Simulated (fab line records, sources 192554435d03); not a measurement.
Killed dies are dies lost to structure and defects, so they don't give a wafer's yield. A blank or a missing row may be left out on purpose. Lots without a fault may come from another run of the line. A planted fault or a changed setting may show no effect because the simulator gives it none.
fab line records | flow n5_finfet
record lots=7 wafers=39
route steps=1938 shown ZERO_LAYER@16 FIN_SAQP@96 SD_EPI_P@321 SD_ACTIVATION@330
start_h: hours from the record's first day to the start of the lot's first wafer shown | wait_h: hours since the lot's step before | " the same as in the row above | L1.1+2: a row that stands for several wafers | - no value, or no start given | * or withheld: withheld | < > ~ a bound
route shown NAME@n: a module of which the file shows steps, and the number in the route of the first | usual: mean/standard deviation of fault-free wafers | same: alike in all rows | chamber/n: place in a boat | sites: the reading at each site | _std_site: their standard deviation | _edge_site: outer sites' mean less inner sites' | radius_mm: how far each site lies from the wafer's centre | mask NAME#n: copy n | behind: the tool/chamber that last shaped the wafer | hold: why the lot was held/for how many hours/how that ended | device: the transistor (n, p or np) that didn't switch | end of line: the same wafers' tests at the end of the route | a step without rows: its recipe alone | killed: dies lost to structure and defects at the first sort, not the wafer's yield | map: a wafer's dies, x killed, . not, _ none there
set.NAME: the setting as run; set.NAME@STEP: as run at that earlier step | model.NAME: the simulator's own value behind a step, which no gauge read
lots whose settings were changed on purpose; a table a step, a row a wafer
## steps
# step N5_ZERO_LAYER_ETCH_18
# recipe chemistry=HBr/Cl2 target=Si target_depth_a=1200 time_s=40 pressure_mtorr=10 icp_w=800 bias_w=75 HBr_flow_sccm=150 Cl2_flow_sccm=80
# columns lot.wafer tool chamber start_h wait_h set.target_depth_a model.etch.depth_nm model.ZERO_LAYER.feature_depth_nm model.coat_of_ZERO_LAYER_COAT_05.thk_nm
L074.1 rie_si-02 0 12.96 0.0 1200 120.7 120.7 930.1
L074.2 " 1 " " 1200 118.9 118.9 933.2
L074.3 " 2 " " 1550 155.1 155.1 919.9
L074.4 " 3 " " 1550 154.3 154.3 922.7
L074.5 " 3 " " 1550 153.4 153.4 919.2
L074.6 " 0 " " 1200 121.2 121.2 933.9
L075.1 rie_si-03 2 18.79 0.0 1200 119.4 119.4 934.7
L075.2 " 1 " " 775.6 75.22 75.22 950.6
L075.3 " 0 " " 775.6 76.7 76.7 948.7
L075.4 " 3 " " 775.6 75.48 75.48 952.8
L075.5 " 2 " " 1200 119.4 119.4 935.5
L075.6 " 3 " " 1200 117.2 117.2 935
L078.1 rie_si-03 1 37.03 0.1 502 49.98 49.98 958.6
L078.2 " 2 " " 1200 121.5 121.5 933.6
L078.3 " 3 " " 502 49.65 49.65 958.3
L078.4 " 0 " " 1200 118.9 118.9 935.6
L078.5 " 3 " " 1200 117.8 117.8 934
L078.6 " 2 " " 502 51.1 51.1 958.8
L080.1 rie_si-03 2 48.80 0.0 1200 122.2 122.2 933.6
L080.2 " 1 " " 1200 118.5 118.5 935.7
L080.3 " 3 " " 1200 117.5 117.5 933.5
L080.4 " 0 " " 1200 118.6 118.6 934.5
L080.5 " 2 " " 1200 121.6 121.6 931.9
L080.6 " 1 " " 1200 119.3 119.3 931.1
L081.1 rie_si-03 1 54.91 0.0 832.9 82.3 82.3 950.3
L081.2 " 2 " " 1200 121.2 121.2 937.6
L081.3 " 0 " " 1200 117.4 117.4 933.6
L081.4 " 3 " " 832.9 80.39 80.39 944.9
L081.5 " 0 " " 1200 118.5 118.5 940
L081.6 " 1 " " 832.9 82.54 82.54 948.6
L086.1 rie_si-02 2 85.12 0.0 1623 162.6 162.6 920.6
L086.2 " 1 " " 1623 163.1 163.1 920.3
L086.3 " 0 " " 1200 119.9 119.9 932.4
L086.4 " 3 " " 1200 118.6 118.6 934.2
L086.5 " 1 " " 1200 120.4 120.4 932.1
L086.6 " 0 " " 1623 162.2 162.2 919.9
L091.1 rie_si-03 1 114.92 0.0 1200 117.5 117.5 931.3
L091.4 " 2 " " 1200 121 121 932.7
L091.6 " 0 " " 1200 118.4 118.4 932.2
# step N5_ZERO_LAYER_STRIP_24
# recipe chemistry=O2 power_w=1000 temp_c=250 overash_fraction=0.3 pressure_mtorr=1000 o2_flow_sccm=6750
# usual strip_time_to_endpoint_s=43.89/0.089
# columns lot.wafer tool chamber start_h wait_h set.target_depth_a@ZERO_LAYER_ETCH_18 strip_time_to_endpoint_s
L074.1 plasma_asher-02 1 13.06 0.1 1200 43.83
L074.2 " 0 " " 1200 43.93
L074.3 " 1 " " 1550 43.54
L074.4 " 0 " " 1550 43.62
L074.5 " 1 " " 1550 43.50
L074.6 " 0 " " 1200 43.96
L075.1 plasma_asher-02 1 18.92 0.1 1200 43.98
L075.2 " 0 " " 775.6 44.43
L075.3 " 1 " " 775.6 44.40
L075.4 " 0 " " 775.6 44.52
L075.5 " 0 " " 1200 44.01
L075.6 " 1 " " 1200 43.99
L078.1 plasma_asher-02 1 37.13 0.1 502 44.69
L078.2 " 0 " " 1200 43.94
L078.3 " 0 " " 502 44.68
L078.4 " 1 " " 1200 44.00
L078.5 " 0 " " 1200 43.96
L078.6 " 1 " " 502 44.69
L080.1 plasma_asher-01 0 48.91 0.1 1200 43.94
L080.2 " 1 " " 1200 44.01
L080.3 " 0 " " 1200 43.96
L080.4 " 1 " " 1200 43.97
L080.5 " 1 " " 1200 43.89
L080.6 " 0 " " 1200 43.87
L081.1 plasma_asher-02 1 55.02 0.1 832.9 44.44
L081.2 " 0 " " 1200 44.06
L081.3 " 1 " " 1200 43.95
L081.4 " 0 " " 832.9 44.27
L081.5 " 1 " " 1200 44.14
L081.6 " 0 " " 832.9 44.39
L086.1 plasma_asher-02 1 85.38 0.2 1623 43.56
L086.2 " 0 " " 1623 43.53
L086.3 " 1 " " 1200 43.89
L086.4 " 0 " " 1200 43.96
L086.5 " 0 " " 1200 43.90
L086.6 " 1 " " 1623 43.54
L091.1 plasma_asher-01 1 115.10 0.1 1200 43.87
L091.4 " 1 " " 1200 43.92
L091.6 " 1 " " 1200 43.90
# step N5_FIN_SAQP_HM_DEP_03
# recipe material=SiNx target_thk_a=380 temp_c=400 precursor=SiH4/NH3/N2 pressure_torr=1.5 rf_w=300 time_s=33.6
# columns lot.wafer tool chamber start_h wait_h set.time_s model.SiNx_of_FIN_SAQP_HM_DEP_03.thk_nm
L074.1 pecvd-02 0 21.73 0.2 48.91 55.14
L074.2 " 1 " " 48.91 54.94
L074.3 " 1 " " 33.6 38.28
L074.4 " 0 " " 33.6 38.47
L074.5 " 0 " " 48.91 56.06
L074.6 " 1 " " 33.6 38.19
L075.1 pecvd-01 0 28.81 0.2 25.75 28.35
L075.2 " 2 " " 33.6 37.39
L075.3 " 1 " " 25.75 29.1
L075.4 " 2 " " 25.75 29.49
L075.5 " 1 " " 33.6 38.47
L075.6 " 0 " " 33.6 37.88
L078.1 pecvd-01 2 49.20 0.2 33.6 37.03
L078.2 " 0 " " 19.91 21.72
L078.3 " 1 " " 19.91 21.7
L078.4 " 2 " " 33.6 37.72
L078.5 " 1 " " 33.6 38.02
L078.6 " 0 " " 19.91 21.66
L080.1 pecvd-03 1 62.35 0.2 33.6 36.63
L080.2 " 2 " " 33.6 37.16
L080.3 " 0 " " 23.18 25.71
L080.4 " 0 " " 23.18 26.41
L080.5 " 2 " " 23.18 26.26
L080.6 " 1 " " 33.6 37.57
L081.1 pecvd-02 2 63.28 0.2 33.6 37.02
L081.2 " 1 " " 33.6 37.34
L081.3 " 0 " " 33.6 37.75
L081.4 " 0 " " 53.28 60.07
L081.5 " 1 " " 53.28 60.53
L081.6 " 2 " " 53.28 59.42
L086.1 pecvd-03 1 93.88 0.2 17.91 18.96
L086.2 " 2 " " 17.91 20.19
L086.3 " 0 " " 17.91 20.1
L086.4 " 1 " " 33.6 37.41
L086.5 " 0 " " 33.6 38.45
L086.6 " 2 " " 33.6 38.7
L091.1 pecvd-02 2 124.14 0.2 33.6 36.59
L091.4 " 1 " " 33.6 38.62
L091.6 " 2 " " 33.6 37.13
# step N5_FIN_SAQP_THK_MEAS_05
# usual thk_nm=37.8/0.58
# columns lot.wafer tool chamber start_h wait_h set.time_s@FIN_SAQP_HM_DEP_03 thk_nm
L074.1 film_metro-01 - 21.85 0.1 48.91 55.2
L074.2 " - " " 48.91 54.9
L074.3 " - " " 33.6 38.3
L074.4 " - " " 33.6 38.5
L074.5 " - " " 48.91 56.1
L074.6 " - " " 33.6 38.2
L075.1 film_metro-02 - 28.89 0.1 25.75 28.4
L075.2 " - " " 33.6 37.3
L075.3 " - " " 25.75 29.1
L075.4 " - " " 25.75 29.5
L075.5 " - " " 33.6 38.4
L075.6 " - " " 33.6 37.9
L078.1 film_metro-02 - 49.28 0.1 33.6 37.0
L078.2 " - " " 19.91 21.7
L078.3 " - " " 19.91 21.7
L078.4 " - " " 33.6 37.7
L078.5 " - " " 33.6 38.0
L078.6 " - " " 19.91 21.6
L080.1 film_metro-02 - 62.44 0.1 33.6 36.7
L080.2 " - " " 33.6 37.1
L080.3 " - " " 23.18 25.8
L080.4 " - " " 23.18 26.4
L080.5 " - " " 23.18 26.3
L080.6 " - " " 33.6 37.6
L081.1 film_metro-02 - 63.36 0.1 33.6 37.0
L081.2 " - " " 33.6 37.3
L081.3 " - " " 33.6 37.7
L081.4 " - " " 53.28 60.1
L081.5 " - " " 53.28 60.5
L081.6 " - " " 53.28 59.4
L086.1 film_metro-01 - 93.97 0.1 17.91 18.9
L086.2 " - " " 17.91 20.2
L086.3 " - " " 17.91 20.1
L086.4 " - " " 33.6 37.4
L086.5 " - " " 33.6 38.5
L086.6 " - " " 33.6 38.6
L091.1 film_metro-01 - 124.22 0.1 33.6 36.6
L091.4 " - " " 33.6 38.6
L091.6 " - " " 33.6 37.1
# step N5_FIN_SAQP_PECVD_47
# recipe material=a-Si target_thk_a=450 temp_c=400 precursor=SiH4/He pressure_torr=3 rf_w=100 time_s=36.3
# step N5_FIN_SAQP_PECVD_48
# recipe material=SiNx target_thk_a=250 temp_c=400 precursor=SiH4/NH3/N2 pressure_torr=1.5 rf_w=300 time_s=22.1
# step N5_FIN_SAQP_MANDREL2_REMOVE_60
# recipe chemistry=HBr/Cl2/O2 bt_time_s=10 target=a-Si stop_on=SiNx endpoint=OES-SiCl over_etch_frac=1 icp_w=600 bias_w=22 HBr_flow_sccm=150 Cl2_flow_sccm=80 O2_flow_sccm=5 pressure_mtorr=10
# step N5_FIN_SAQP_HM_OPEN_33
# recipe chemistry=CH3F/O2 target=SiNx mask_material=SiO2 target_depth_a=494 time_s=70.6 pressure_mtorr=30 source_w=395 bias_w=73 Ar_flow_sccm=150 CH3F_flow_sccm=30 O2_flow_sccm=20 ion_energy_ev=120 ends=cleared
# usual etch_rf_on_time_s=68.9/1.9
# columns lot.wafer tool chamber start_h wait_h set.time_s@FIN_SAQP_HM_DEP_03 etch_rf_on_time_s model.etch.depth_nm
L074.1 rie_diel-06 1 28.60 0.2 48.91 101.8 54.48
L074.2 " 2 " " 48.91 102.7 54.27
L074.3 " 3 " " 33.6 68.6 37.65
L074.4 " 0 " " 33.6 71.1 37.8
L074.5 " 1 " " 48.91 103.9 55.4
L074.6 " 2 " " 33.6 70.8 37.56
L075.1 rie_diel-06 2 34.34 0.3 25.75 52.4 27.72
L075.2 " 3 " " 33.6 67.4 36.77
L075.3 " 1 " " 25.75 53.6 28.47
L075.4 " 0 " " 25.75 53.8 28.86
L075.5 " 2 " " 33.6 72.0 37.84
L075.6 " 3 " " 33.6 67.8 37.25
L078.1 rie_diel-06 3 54.43 0.1 33.6 66.3 36.4
L078.2 " 0 " " 19.91 39.2 21.09
L078.3 " 2 " " 19.91 39.8 21.08
L078.4 " 1 " " 33.6 69.5 37.1
L078.5 " 1 " " 33.6 69.9 37.39
L078.6 " 0 " " 19.91 39.1 21.03
L080.1 rie_diel-06 3 68.47 0.0 33.6 65.3 36
L080.2 " 2 " " 33.6 70.3 36.53
L080.3 " 0 " " 23.18 46.9 25.08
L080.4 " 0 " " 23.18 48.4 25.79
L080.5 " 2 " " 23.18 48.8 25.63
L080.6 " 3 " " 33.6 67.6 36.94
L081.1 rie_diel-06 3 69.75 0.1 33.6 65.9 36.39
L081.2 " 2 " " 33.6 70.2 36.71
L081.3 " 0 " " 33.6 69.8 37.12
L081.4 " 2 " " 53.28 112.8 59.44
L081.5 " 0 " " 53.28 113.2 59.9
L081.6 " 3 " " 53.28 107.8 58.79
L086.1 rie_diel-04 3 100.98 0.0 17.91 33.1 18.34
L086.2 " 2 " " 17.91 37.0 19.53
L086.3 " 0 " " 17.91 35.8 19.47
L086.4 " 1 " " 33.6 66.4 36.75
L086.5 " 3 " " 33.6 68.5 37.82
L086.6 " 0 " " 33.6 70.1 38.04
L091.1 rie_diel-02 0 130.80 0.0 33.6 67.5 35.96
L091.4 " 2 " " 33.6 71.5 37.81
L091.6 " 1 " " 33.6 68.0 36.51
# step N5_FIN_SAQP_ETCH_34
# recipe chemistry=C4F6/O2 target=SiO2 target_depth_a=450 time_s=15 ion_energy_ev=250 pressure_mtorr=30 source_w=345 bias_w=185 Ar_flow_sccm=300 C4F6_flow_sccm=10 O2_flow_sccm=10 ends=cleared
# step N5_FIN_SAQP_STRIP_77
# recipe chemistry=N2/H2 time_s=90 power_w=100 temp_c=40 pressure_mtorr=100 rf_frequency_hz=6e+07 bias_power_w=3 n2_flow_sccm=300 h2_flow_sccm=300
# step N5_FIN_SAQP_ETCH_64
# recipe chemistry=CF4 target=SiO2 target_depth_a=15 ion_energy_ev=350 pressure_mtorr=10 icp_w=800 bias_w=400 cf4_flow_sccm=80
# step N5_FIN_SAQP_FIN_ETCH_36
# recipe chemistry=HBr/Cl2/O2 target_depth_a=1200 mask_material=SiNx time_s=50.4 bias_w=102 pressure_mtorr=10 icp_w=800 HBr_flow_sccm=150 Cl2_flow_sccm=80 O2_flow_sccm=12
# columns lot.wafer tool chamber start_h wait_h set.time_s@FIN_SAQP_HM_DEP_03 model.SiNx_of_FIN_SAQP_HM_DEP_03.thk_nm
L074.1 rie_si-03 2 28.89 0.0 48.91 38.2
L074.2 " 3 " " 48.91 38.4
L074.3 " 0 " " 33.6 21.6
L074.4 " 1 " " 33.6 22
L074.5 " 1 " " 48.91 39.6
L074.6 " 2 " " 33.6 21
L075.1 rie_si-05 0 34.63 0.0 25.75 12.4
L075.2 " 1 " " 33.6 21.2
L075.3 " 3 " " 25.75 12.6
L075.4 " 3 " " 25.75 13.2
L075.5 " 0 " " 33.6 22.6
L075.6 " 1 " " 33.6 21.8
L078.1 rie_si-02 2 54.72 0.0 33.6 19.8
L078.2 " 1 " " 19.91 5
L078.3 " 0 " " 19.91 5.2
L078.4+5 " 3,0 " " 33.6 21.4
L078.6 " 3 " " 19.91 5.6
L080.1 rie_si-02 0 68.75 0.0 33.6 20
L080.2 " 2 " " 33.6 20.2
L080.3 " 1 " " 23.18 9
L080.4 " 3 " " 23.18 10.2
L080.5 " 1 " " 23.18 9.4
L080.6 " 0 " " 33.6 21
L081.1 rie_si-05 0 70.03 0.0 33.6 20.8
L081.2 " 1 " " 33.6 21
L081.3 " 2 " " 33.6 20.6
L081.4 " 3 " " 53.28 43.4
L081.5 " 1 " " 53.28 44.4
L081.6 " 0 " " 53.28 43.2
L086.1 rie_si-05 3 101.27 0.0 17.91 2.6
L086.2 " 2 " " 17.91 3
L086.3 " 1 " " 17.91 4
L086.4 " 0 " " 33.6 21.4
L086.5 " 3 " " 33.6 21.8
L086.6 " 0 " " 33.6 22.6
L091.1 rie_si-03 0 131.08 0.0 33.6 19.8
L091.4 " 1 " " 33.6 22
L091.6 " 3 " " 33.6 20.4
# step N5_SD_EPI_P_EPI_21
# recipe material=SiGe:B dopant=B temp_c=550 pressure_torr=20 ambient=H2 time_s=355
# columns lot.wafer tool chamber start_h wait_h set.time_s model.SiGe-B_of_SD_EPI_P_EPI_21.thk_nm
L074.1 epi_rpcvd-02 0 56.45 0.1 355 61.2
L074.2 " 0 " " 153.9 28.6
L074.3 " 0 " " 355 60.6
L074.4+5 " 0 " " 153.9 28.8
L074.6 " 0 " " 355 60.2
L075.1 epi_rpcvd-03 0 63.10 0.1 355 60.2
L075.2 " 0 " " 355 60.6
L075.3+5 " 0 " " 355 61.4
L075.4 " 0 " " 355 61
L075.6 " 0 " " 355 60.4
L078.1 epi_rpcvd-04 0 83.09 0.1 549.8 83.6
L078.2+5 " 0 " " 355 62
L078.3 " 0 " " 355 61.8
L078.4 " 0 " " 549.8 82.2
L078.6 " 0 " " 549.8 83.8
L081.1+2 epi_rpcvd-03 0 98.24 0.1 355 60.8
L081.3+5 " 0 " " 567.9 83.2
L081.4 " 0 " " 355 60.4
L081.6 " 0 " " 567.9 83.8
L080.1+3+5 epi_rpcvd-03 0 102.97 0.1 355 60.8
L080.2 " 0 " " 355 60.4
L080.4 " 0 " " 355 60
L080.6 " 0 " " 355 61
L086.1 epi_rpcvd-04 0 131.06 0.2 355 60.6
L086.2 " 0 " " 203.4 37.4
L086.3+5 " 0 " " 203.4 37.6
L086.4+6 " 0 " " 355 60.8
L091.1+4 epi_rpcvd-02 0 161.59 0.1 355 60.8
L091.6 " 0 163.39 1.8 355 60.6
# step N5_SD_EPI_P_EPI_MEAS_23
# recipe mode=xrd
# usual thk_nm=60.8/1.1
# columns lot.wafer tool chamber start_h wait_h set.time_s@SD_EPI_P_EPI_21 thk_nm
L074.1 film_metro-01 - 58.64 1.8 355 62.3
L074.2 " - " " 153.9 28.8
L074.3 " - " " 355 59.8
L074.4 " - " " 153.9 29.1
L074.5 " - " " 153.9 28.7
L074.6 " - " " 355 61.1
L075.1 film_metro-01 - 65.29 1.8 355 59.8
L075.2 " - " " 355 62.2
L075.3 " - " " 355 61.9
L075.4 " - " " 355 60.6
L075.5 " - " " 355 62.9
L075.6 " - " " 355 60.1
L078.1 film_metro-01 - 85.28 1.8 549.8 83.3
L078.2 " - " " 355 62.2
L078.3 " - " " 355 63.0
L078.4 " - " " 549.8 82.9
L078.5 " - " " 355 61.4
L078.6 " - " " 549.8 84.2
L081.1 film_metro-02 - 100.43 1.8 355 60.8
L081.2 " - " " 355 62.2
L081.3 " - " " 567.9 83.1
L081.4 " - " " 355 60.4
L081.5 " - " " 567.9 84.1
L081.6 " - " " 567.9 85.4
L080.1 film_metro-01 - 105.17 1.8 355 59.4
L080.2 " - " " 355 60.1
L080.3 " - " " 355 60.7
L080.4 " - " " 355 59.9
L080.5 " - " " 355 59.4
L080.6 " - " " 355 62.6
L086.1 film_metro-01 - 133.97 2.4 355 61.1
L086.2 " - " " 203.4 37.9
L086.3 " - " " 203.4 37.0
L086.4 " - " " 355 60.8
L086.5 " - " " 203.4 37.9
L086.6 " - " " 355 59.9
L091.1 film_metro-02 - 163.78 1.8 355 61.5
L091.4 " - " " 355 61.5
L091.6 " - " " 355 60.9
# step N5_SD_EPI_P_HM_STRIP_48
# recipe chemistry=H3PO4 temp_c=160 material=SiNx target=SiNx target_depth_a=30 overetch_fraction=0.3
# step N5_SD_EPI_P_SRD_49
# recipe dry=ipa_marangoni time_s=30 temp_c=23 rinse_liquid=diw
# step N5_SD_EPI_P_PRECLEAN_24
# recipe chemistry=O3/DIW time_s=45 temp_c=22 o3_ppm=10
# columns lot.wafer tool chamber start_h wait_h set.time_s@SD_EPI_P_EPI_21 model.SiGe-B_of_SD_EPI_P_EPI_21.thk_nm
L074.1 wet_bench-01 2 58.75 0.0 355 60.8
L074.2 " 5 " " 153.9 28.4
L074.3 " 7 " " 355 60.2
L074.4+5 " 0,6 " " 153.9 28.6
L074.6 " 1 " " 355 59.6
L075.1 wet_bench-03 7 65.40 0.0 355 59.8
L075.2 " 4 " " 355 60.2
L075.3 " 2 " " 355 61
L075.4 " 1 " " 355 60.6
L075.5 " 0 " " 355 60.8
L075.6 " 3 " " 355 60
L078.1 wet_bench-01 2 85.39 0.0 549.8 83
L078.2 " 5 " " 355 61.6
L078.3+5 " 0,7 " " 355 61.4
L078.4 " 6 " " 549.8 81.6
L078.6 " 1 " " 549.8 83.2
L081.1+2 wet_bench-03 3,4 100.54 0.0 355 60.4
L081.3+5 " 5,2 " " 567.9 82.6
L081.4 " 6 " " 355 60
L081.6 " 7 " " 567.9 83.2
L080.1+3+5 wet_bench-01 5,1,7 105.27 0.0 355 60.4
L080.2 " 0 " " 355 59.8
L080.4 " 2 " " 355 59.6
L080.6 " 6 " " 355 60.6
L086.1+6 wet_bench-03 2,1 134.08 0.0 355 60.2
L086.2 " 6 " " 203.4 37.2
L086.3+5 " 0,5 " " 203.4 37.4
L086.4 " 7 " " 355 60.4
L091.1 wet_bench-03 6 163.89 0.0 355 60.4
L091.4+6 " 0,5 " " 355 60.2
# step N5_SD_EPI_P_PRECLEAN_32
# recipe chemistry=dHF time_s=10 dilution=500:1 temp_c=25
# step N5_SD_EPI_P_PRECLEAN_33
# recipe chemistry=SC2 time_s=45 temp_c=35 mix=1:1:50
# step N5_SD_ACTIVATION_RTA_00
# recipe temp_c=975 time_s=0 ambient=N2 idle_temp_c=600 ramp_up_c_per_s=150 ramp_down_c_per_s=60 cool_to_c=600
# step N5_SD_ACTIVATION_LSA_01
# recipe temp_c=1080 time_s=0.0008 ambient=N2
# step N5_SD_ACTIVATION_RS_MEAS_03
# recipe thk_meas_gauge=four-point-probe
# usual RS_SD_N=21.9/0.31 RS_SD_P=56.3/0.81
# columns lot.wafer tool chamber start_h wait_h set.time_s@SD_EPI_P_EPI_21 RS_SD_N[ohm/sq] RS_SD_P[ohm/sq]
L074.1 film_metro-02 - 59.25 0.2 355 22.2 55.9
L074.2 " - " " 153.9 21.7 119.8
L074.3 " - " " 355 22.0 57.0
L074.4 " - " " 153.9 22.1 120.0
L074.5 " - " " 153.9 22.3 119.6
L074.6 " - " " 355 22.2 56.6
L075.1 film_metro-01 - 65.90 0.2 355 21.6 56.9
L075.2 " - " " 355 22.0 56.6
L075.3 " - " " 355 21.7 55.3
L075.4 " - " " 355 21.8 55.6
L075.5 " - " " 355 21.8 55.7
L075.6 " - " " 355 21.7 56.3
L078.1 film_metro-02 - 86.13 0.2 549.8 22.5 40.2
L078.2 " - " " 355 22.2 54.0
L078.3 " - " " 355 22.5 54.2
L078.4 " - " " 549.8 22.3 40.6
L078.5 " - " " 355 22.6 54.4
L078.6 " - " " 549.8 22.8 40.0
L081.1 film_metro-01 - 101.04 0.2 355 21.6 55.5
L081.2 " - " " 355 22.1 55.8
L081.3 " - " " 567.9 21.7 40.7
L081.4 " - " " 355 21.8 55.8
L081.5 " - " " 567.9 21.5 40.6
L081.6 " - " " 567.9 21.9 40.4
L080.1 film_metro-01 - 105.90 0.2 355 22.2 56.6
L080.2 " - " " 355 22.3 57.5
L080.3 " - " " 355 22.1 56.7
L080.4 " - " " 355 22.0 58.0
L080.5 " - " " 355 22.0 56.4
L080.6 " - " " 355 22.4 56.9
L086.1 film_metro-02 - 134.60 0.2 355 21.9 56.2
L086.2 " - " " 203.4 22.3 91.0
L086.3 " - " " 203.4 21.7 89.6
L086.4 " - " " 355 21.8 55.8
L086.5 " - " " 203.4 22.2 91.0
L086.6 " - " " 355 21.9 55.7
L091.1 film_metro-02 - 164.39 0.2 355 21.9 57.4
L091.4 " - " " 355 21.9 57.1
L091.6 " - " " 355 21.6 56.8
## key
split step=N5_ZERO_LAYER_ETCH_18 setting=target_depth_a stated=1200 by=wafer
response step=N5_ZERO_LAYER_ETCH_18 reading=model.etch.depth_nm change=+1.2 per=1% r=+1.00
response step=N5_ZERO_LAYER_ETCH_18 reading=model.ZERO_LAYER.feature_depth_nm change=+1.2 per=1% r=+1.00
response step=N5_ZERO_LAYER_ETCH_18 reading=model.coat_of_ZERO_LAYER_COAT_05.thk_nm change=-0.402 per=1% r=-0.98
response step=N5_ZERO_LAYER_STRIP_24 reading=strip_time_to_endpoint_s change=* per=1% r=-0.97
split step=N5_FIN_SAQP_HM_DEP_03 setting=time_s stated=33.6 by=wafer
response step=N5_FIN_SAQP_HM_DEP_03 reading=model.SiNx_of_FIN_SAQP_HM_DEP_03.thk_nm change=+0.383 per=1% r=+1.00
response step=N5_FIN_SAQP_THK_MEAS_05 reading=thk_nm change=* per=1% r=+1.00
response step=N5_FIN_SAQP_HM_OPEN_33 reading=etch_rf_on_time_s change=* per=1% r=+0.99
response step=N5_FIN_SAQP_HM_OPEN_33 reading=model.etch.depth_nm change=+0.383 per=1% r=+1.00
response step=N5_FIN_SAQP_FIN_ETCH_36 reading=model.SiNx_of_FIN_SAQP_HM_DEP_03.thk_nm change=+0.385 per=1% r=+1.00
split step=N5_SD_EPI_P_EPI_21 setting=time_s stated=355 by=wafer
response step=N5_SD_EPI_P_EPI_21 reading=model.SiGe-B_of_SD_EPI_P_EPI_21.thk_nm change=+0.458 per=1% r=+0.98
response step=N5_SD_EPI_P_EPI_MEAS_23 reading=thk_nm change=* per=1% r=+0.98
response step=N5_SD_EPI_P_PRECLEAN_24 reading=model.SiGe-B_of_SD_EPI_P_EPI_21.thk_nm change=+0.454 per=1% r=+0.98
response step=N5_SD_ACTIVATION_RS_MEAS_03 reading=RS_SD_P shape=bent at_lowest=119.8 at_stated=56.2 at_highest=40.6
